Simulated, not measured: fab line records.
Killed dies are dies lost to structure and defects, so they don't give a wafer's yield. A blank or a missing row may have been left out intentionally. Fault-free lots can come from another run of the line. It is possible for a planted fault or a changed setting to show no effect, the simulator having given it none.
What tool caused it? || flow n5 finfet || 32 wafers from 13 lots sampled at 5 of the route's 1938 steps

## WHAT EACH GAUGE READ, for each wafer
The record holds no reading of a measuring or inspecting step that can be judged against a usual standard deviation.

## WHICH TOOL RAN EACH LOT (tool, then ch and the chambers of the sampled wafers, then the start)
{"lot": "L720", "N5_BEOL_M13_PRE_CLEAN_42": "pvd sputter-01, day 11 19:58", "N5_BEOL_M13_SPUTTER_44": "pvd sputter-01, day 11 20:07", "N5_BEOL_M14_ILD_DEP_00": "pecvd-04 ch 0,1, day 11 21:16", "N5_BEOL_M14_EXPOSE_07": "krf scanner-01 ch 0, day 11 21:35", "N5_PASSIVATION_PROBE_49": "-"}
{"lot": "L722", "N5_BEOL_M13_PRE_CLEAN_42": "pvd sputter-03, day 12 11:28", "N5_BEOL_M13_SPUTTER_44": "pvd sputter-03, day 12 11:35", "N5_BEOL_M14_ILD_DEP_00": "pecvd-04 ch 0,1,2, day 12 12:48", "N5_BEOL_M14_EXPOSE_07": "krf scanner-01 ch 0, day 12 13:11", "N5_PASSIVATION_PROBE_49": "-"}
{"lot": "L723", "N5_BEOL_M13_PRE_CLEAN_42": "pvd sputter-01, day 12 19:54", "N5_BEOL_M13_SPUTTER_44": "pvd sputter-01, day 12 20:02", "N5_BEOL_M14_ILD_DEP_00": "pecvd-03 ch 1,2, day 12 22:11", "N5_BEOL_M14_EXPOSE_07": "krf scanner-02 ch 0, day 12 22:31", "N5_PASSIVATION_PROBE_49": "-"}
{"lot": "L726", "N5_BEOL_M13_PRE_CLEAN_42": "pvd sputter-01, day 13 05:15", "N5_BEOL_M13_SPUTTER_44": "pvd sputter-01, day 13 05:23", "N5_BEOL_M14_ILD_DEP_00": "pecvd-01 ch 1, day 13 06:42", "N5_BEOL_M14_EXPOSE_07": "krf scanner-01 ch 0, day 13 07:01", "N5_PASSIVATION_PROBE_49": "prober-01, day 14 13:23"}
{"lot": "L736", "N5_BEOL_M13_PRE_CLEAN_42": "pvd sputter-01, day 16 00:22", "N5_BEOL_M13_SPUTTER_44": "pvd sputter-01, day 16 00:29", "N5_BEOL_M14_ILD_DEP_00": "pecvd-03 ch 1,2, day 16 02:35", "N5_BEOL_M14_EXPOSE_07": "krf scanner-02 ch 0, day 16 03:02", "N5_PASSIVATION_PROBE_49": "-"}
{"lot": "L737", "N5_BEOL_M13_PRE_CLEAN_42": "pvd sputter-03, day 16 10:01", "N5_BEOL_M13_SPUTTER_44": "pvd sputter-03, day 16 10:08", "N5_BEOL_M14_ILD_DEP_00": "pecvd-03 ch 0,1,2, day 16 11:17", "N5_BEOL_M14_EXPOSE_07": "krf scanner-01 ch 0, day 16 11:44", "N5_PASSIVATION_PROBE_49": "-"}
{"lot": "L735", "N5_BEOL_M13_PRE_CLEAN_42": "pvd sputter-02, day 16 16:59", "N5_BEOL_M13_SPUTTER_44": "pvd sputter-02, day 16 17:06", "N5_BEOL_M14_ILD_DEP_00": "pecvd-03 ch 1,2, day 16 18:45", "N5_BEOL_M14_EXPOSE_07": "krf scanner-01 ch 0, day 16 19:05", "N5_PASSIVATION_PROBE_49": "prober-01, day 18 04:10"}
{"lot": "L739", "N5_BEOL_M13_PRE_CLEAN_42": "pvd sputter-01, day 16 23:34", "N5_BEOL_M13_SPUTTER_44": "pvd sputter-01, day 16 23:42", "N5_BEOL_M14_ILD_DEP_00": "pecvd-04 ch 1,2, day 17 00:53", "N5_BEOL_M14_EXPOSE_07": "krf scanner-01 ch 0, day 17 01:09", "N5_PASSIVATION_PROBE_49": "-"}
{"lot": "L738", "N5_BEOL_M13_PRE_CLEAN_42": "pvd sputter-01, day 17 04:49", "N5_BEOL_M13_SPUTTER_44": "pvd sputter-01, day 17 04:56", "N5_BEOL_M14_ILD_DEP_00": "pecvd-03 ch 0,1, day 17 06:07", "N5_BEOL_M14_EXPOSE_07": "krf scanner-02 ch 0, day 17 06:34", "N5_PASSIVATION_PROBE_49": "-"}
{"lot": "L742", "N5_BEOL_M13_PRE_CLEAN_42": "pvd sputter-02, day 17 15:43", "N5_BEOL_M13_SPUTTER_44": "pvd sputter-02, day 17 15:50", "N5_BEOL_M14_ILD_DEP_00": "pecvd-01 ch 0,1, day 17 16:59", "N5_BEOL_M14_EXPOSE_07": "krf scanner-02 ch 0, day 17 17:18", "N5_PASSIVATION_PROBE_49": "-"}
{"lot": "L740", "N5_BEOL_M13_PRE_CLEAN_42": "pvd sputter-01, day 17 15:49", "N5_BEOL_M13_SPUTTER_44": "pvd sputter-01, day 17 15:56", "N5_BEOL_M14_ILD_DEP_00": "pecvd-04 ch 0,1, day 17 17:14", "N5_BEOL_M14_EXPOSE_07": "krf scanner-01 ch 0, day 17 17:41", "N5_PASSIVATION_PROBE_49": "-"}
{"lot": "L741", "N5_BEOL_M13_PRE_CLEAN_42": "pvd sputter-03, day 17 16:14", "N5_BEOL_M13_SPUTTER_44": "pvd sputter-03, day 17 16:21", "N5_BEOL_M14_ILD_DEP_00": "pecvd-04 ch 0,2, day 17 18:00", "N5_BEOL_M14_EXPOSE_07": "krf scanner-01 ch 0, day 17 18:19", "N5_PASSIVATION_PROBE_49": "-"}
{"lot": "L743", "N5_BEOL_M13_PRE_CLEAN_42": "pvd sputter-03, day 18 11:08", "N5_BEOL_M13_SPUTTER_44": "pvd sputter-03, day 18 11:16", "N5_BEOL_M14_ILD_DEP_00": "pecvd-01 ch 0,1, day 18 12:32", "N5_BEOL_M14_EXPOSE_07": "krf scanner-02 ch 0, day 18 12:55", "N5_PASSIVATION_PROBE_49": "-"}
- N5_BEOL_M13_PRE_CLEAN_42: time 30 s.
- N5_BEOL_M13_SPUTTER_44: material Ta, target thk 10 nm, time 16.13 s.
- N5_BEOL_M14_ILD_DEP_00: deposits SiO2 from TEOS/O2, target thk 1119.3 nm, time 237.4 s.
- N5_BEOL_M14_EXPOSE_07: exposes mask V13.
- N5_PASSIVATION_PROBE_49

## WHAT THE TOOLS THEMSELVES READ (means of the sampled wafers that have a number; where no wafer has one, the mark that the record gives instead)
N5_BEOL_M13_PRE_CLEAN_42.
{"lot": "L720", "tool": "pvd sputter-01", "heater power w (W)": 358}
{"lot": "L722", "tool": "pvd sputter-03", "heater power w (W)": 318}
{"lot": "L723", "tool": "pvd sputter-01", "heater power w (W)": 374}
{"lot": "L726", "tool": "pvd sputter-01", "heater power w (W)": 353}
{"lot": "L736", "tool": "pvd sputter-01", "heater power w (W)": 371}
{"lot": "L737", "tool": "pvd sputter-03", "heater power w (W)": 329}
{"lot": "L735", "tool": "pvd sputter-02", "heater power w (W)": 289}
{"lot": "L739", "tool": "pvd sputter-01", "heater power w (W)": 380}
{"lot": "L738", "tool": "pvd sputter-01", "heater power w (W)": 379}
{"lot": "L742", "tool": "pvd sputter-02", "heater power w (W)": 338}
{"lot": "L740", "tool": "pvd sputter-01", "heater power w (W)": 330}
{"lot": "L741", "tool": "pvd sputter-03", "heater power w (W)": 328}
{"lot": "L743", "tool": "pvd sputter-03", "heater power w (W)": 326}

N5_BEOL_M13_SPUTTER_44.
{"lot": "L720", "tool": "pvd sputter-01", "substrate temp c (C)": 50.01, "throttle valve pct (%)": 30.1}
{"lot": "L722", "tool": "pvd sputter-03", "substrate temp c (C)": 49.93, "throttle valve pct (%)": 30.1}
{"lot": "L723", "tool": "pvd sputter-01", "substrate temp c (C)": 49.91, "throttle valve pct (%)": 30.6}
{"lot": "L726", "tool": "pvd sputter-01", "substrate temp c (C)": 49.92, "throttle valve pct (%)": 30.7}
{"lot": "L736", "tool": "pvd sputter-01", "substrate temp c (C)": 50.03, "throttle valve pct (%)": 30.6}
{"lot": "L737", "tool": "pvd sputter-03", "substrate temp c (C)": 50.01, "throttle valve pct (%)": 29.9}
{"lot": "L735", "tool": "pvd sputter-02", "substrate temp c (C)": 49.98, "throttle valve pct (%)": 30.3}
{"lot": "L739", "tool": "pvd sputter-01", "substrate temp c (C)": 50.02, "throttle valve pct (%)": 30.5}
{"lot": "L738", "tool": "pvd sputter-01", "substrate temp c (C)": 50.03, "throttle valve pct (%)": 30.4}
{"lot": "L742", "tool": "pvd sputter-02", "substrate temp c (C)": 49.98, "throttle valve pct (%)": 30.6}
{"lot": "L740", "tool": "pvd sputter-01", "substrate temp c (C)": 50.10, "throttle valve pct (%)": 31.0}
{"lot": "L741", "tool": "pvd sputter-03", "substrate temp c (C)": 50.02, "throttle valve pct (%)": 29.4}
{"lot": "L743", "tool": "pvd sputter-03", "substrate temp c (C)": 50.09, "throttle valve pct (%)": 29.6}

N5_BEOL_M14_ILD_DEP_00.
{"lot": "L720", "tool": "pecvd-04", "heater power outer w (W)": 270, "heater power w (W)": 494, "showerhead plenum p Torr (Torr)": 8.35, "throttle valve pct (%)": 20.4}
{"lot": "L722", "tool": "pecvd-04", "heater power outer w (W)": 261, "heater power w (W)": 495, "showerhead plenum p Torr (Torr)": 8.36, "throttle valve pct (%)": 19.3}
{"lot": "L723", "tool": "pecvd-03", "heater power outer w (W)": 419, "heater power w (W)": 728, "showerhead plenum p Torr (Torr)": 8.36, "throttle valve pct (%)": 17.9}
{"lot": "L726", "tool": "pecvd-01", "heater power outer w (W)": 189, "heater power w (W)": 367, "showerhead plenum p Torr (Torr)": 8.37, "throttle valve pct (%)": 20.5}
{"lot": "L736", "tool": "pecvd-03", "heater power outer w (W)": 401, "heater power w (W)": 709, "showerhead plenum p Torr (Torr)": 8.35, "throttle valve pct (%)": 17.8}
{"lot": "L737", "tool": "pecvd-03", "heater power outer w (W)": 367, "heater power w (W)": 635, "showerhead plenum p Torr (Torr)": 8.35, "throttle valve pct (%)": 18.0}
{"lot": "L735", "tool": "pecvd-03", "heater power outer w (W)": 370, "heater power w (W)": 660, "showerhead plenum p Torr (Torr)": 8.36, "throttle valve pct (%)": 17.9}
{"lot": "L739", "tool": "pecvd-04", "heater power outer w (W)": 236, "heater power w (W)": 456, "showerhead plenum p Torr (Torr)": 8.36, "throttle valve pct (%)": 19.2}
{"lot": "L738", "tool": "pecvd-03", "heater power outer w (W)": 309, "heater power w (W)": 565, "showerhead plenum p Torr (Torr)": 8.33, "throttle valve pct (%)": 17.9}
{"lot": "L742", "tool": "pecvd-01", "heater power outer w (W)": 271, "heater power w (W)": 484, "showerhead plenum p Torr (Torr)": 8.34, "throttle valve pct (%)": 19.4}
{"lot": "L740", "tool": "pecvd-04", "heater power outer w (W)": 315, "heater power w (W)": 559, "showerhead plenum p Torr (Torr)": 8.35, "throttle valve pct (%)": 20.2}
{"lot": "L741", "tool": "pecvd-04", "heater power outer w (W)": 276, "heater power w (W)": 514, "showerhead plenum p Torr (Torr)": 8.36, "throttle valve pct (%)": 19.1}
{"lot": "L743", "tool": "pecvd-01", "heater power outer w (W)": 236, "heater power w (W)": 442, "showerhead plenum p Torr (Torr)": 8.35, "throttle valve pct (%)": 19.8}

N5_BEOL_M14_EXPOSE_07.
{"lot": "L720", "tool": "krf scanner-01", "exposure dose mJ cm2": 56.96}
{"lot": "L722", "tool": "krf scanner-01", "exposure dose mJ cm2": 56.98}
{"lot": "L723", "tool": "krf scanner-02", "exposure dose mJ cm2": 56.94}
{"lot": "L726", "tool": "krf scanner-01", "exposure dose mJ cm2": 57.26}
{"lot": "L736", "tool": "krf scanner-02", "exposure dose mJ cm2": 56.80}
{"lot": "L737", "tool": "krf scanner-01", "exposure dose mJ cm2": 57.03}
{"lot": "L735", "tool": "krf scanner-01", "exposure dose mJ cm2": 56.99}
{"lot": "L739", "tool": "krf scanner-01", "exposure dose mJ cm2": 56.98}
{"lot": "L738", "tool": "krf scanner-02", "exposure dose mJ cm2": 57.00}
{"lot": "L742", "tool": "krf scanner-02", "exposure dose mJ cm2": 57.02}
{"lot": "L740", "tool": "krf scanner-01", "exposure dose mJ cm2": 56.97}
{"lot": "L741", "tool": "krf scanner-01", "exposure dose mJ cm2": 56.92}
{"lot": "L743", "tool": "krf scanner-02", "exposure dose mJ cm2": 57.06}

N5_PASSIVATION_PROBE_49.
{"lot": "L726", "tool": "prober-01", "defect limited yield (%)": 91.7, "killed_at_M0_to_M3": 41, "killed_at_M4_up": 7, "killed at contacts": 10, "killed at front end": 38, "killed at other": 2.0, "killed dies": 98, "killed open": 58, "killed short": 38, "sort_bin_4_leakage (%)": 0.00, "sort_bin_5_function (%)": 5.0, "sort_bin_6_memory (%)": 3.1, "sort_bin_8_speed (%)": 0.0, "sort n pass": 1082, "sort yield pct (%)": 91.7}
{"lot": "L735", "tool": "prober-01", "defect limited yield (%)": 89.8, "killed_at_M0_to_M3": 35, "killed_at_M4_up": 15, "killed at contacts": 19, "killed at front end": 47, "killed at other": 4.0, "killed dies": 120, "killed open": 86, "killed short": 34, "sort_bin_4_leakage (%)": 0.00, "sort_bin_5_function (%)": 5.3, "sort_bin_6_memory (%)": 4.7, "sort_bin_8_speed (%)": 0.0, "sort n pass": 1060, "sort yield pct (%)": 89.8}

## THE ANSWER, worked out from the rows above alone
Rule: usual is defined by the lots themselves. Put in order of their means at a reading, lots are off if they are a third of the lots or fewer, leave a main group of 4 or more, and stand apart from it by a gap of 3 or more times the standard deviation of the main group's means; of several such gaps the widest counts. If all means in a main group match to the digits the tables above print for the reading, that group is not used. Also off: a lot with no number at a reading for which 4 or more lots have one. All remaining lots with rows at the step are treated as sound. Order of review: gauges by route order, followed by the tools' own readings, for which a lot's mean as printed above is used. At the first step where some lot is off, the reading lying furthest off is the one used; lots without a number count as furthest.
Off, at N5_BEOL_M14_EXPOSE_07 on exposure dose mJ cm2: L726. Main group: mean 56.97, sd 0.063.
A tool fits if, at that step or a process step before it, it ran every lot that is off, and no sound lot after the first of them. Not one of the candidates tried fits.

## WHAT WAS PUT IN BY THE SIMULATOR
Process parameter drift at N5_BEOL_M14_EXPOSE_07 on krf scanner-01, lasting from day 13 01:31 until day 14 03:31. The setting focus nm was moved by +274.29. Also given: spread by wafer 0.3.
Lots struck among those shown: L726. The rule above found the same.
